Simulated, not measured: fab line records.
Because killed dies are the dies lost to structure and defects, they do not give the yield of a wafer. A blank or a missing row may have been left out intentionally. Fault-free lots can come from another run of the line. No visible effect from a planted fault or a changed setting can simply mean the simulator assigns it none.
Chamber matching -- flow n5-finfet -- 4 sister chambers for N5_BEOL_M1_STRIP_19 on rie-diel-05
The step strips in O2. 4 wafers are shown with their chamber, then 9 later ones without.

== EACH WAFER AND ITS CHAMBER ==
wafer,chamber,throttle-valve-pct (%)
L086.4,2,16.2
L086.5,1,16.7
L088.3,0,17.0
L088.6,3,17.2

== WAFERS WHOSE CHAMBER IS MISSING ==
wafer,throttle-valve-pct (%)
L087.1,16.7
L087.3,16.2
L087.5,16.7
L090.1,16.7
L090.4,16.7
L090.6,16.2
L091.1,16.3
L091.3,16.7
L091.4,17.0

== THE CHAMBER EACH PASSED THROUGH ==
wafer,from the rows above,in truth
L087.1,1,1
L087.3,2,2
L087.5,1,1
L090.1,1,1
L090.4,1,1
L090.6,2,2
L091.1,2,2
L091.3,1,1
L091.4,0,0
Correctly placed: 9 of 9. From these rows, 0 cannot be placed. 0 placed wrongly.
How it was worked out, from the rows above alone: a wafer's distance from a chamber is the root of the sum, over the readings, of the square of ((its reading less the chamber's mean) divided by the reading's scatter). If the next closest chamber is less than 2 further off than the closest, the wafer can't be placed; otherwise it belongs to the closest. For every chamber, the mean is computed from those of its wafers that are shown. The scatter (one wafer shown for each chamber): square how far every hidden wafer sits from the nearest shown wafer, average those squares and take the square root.
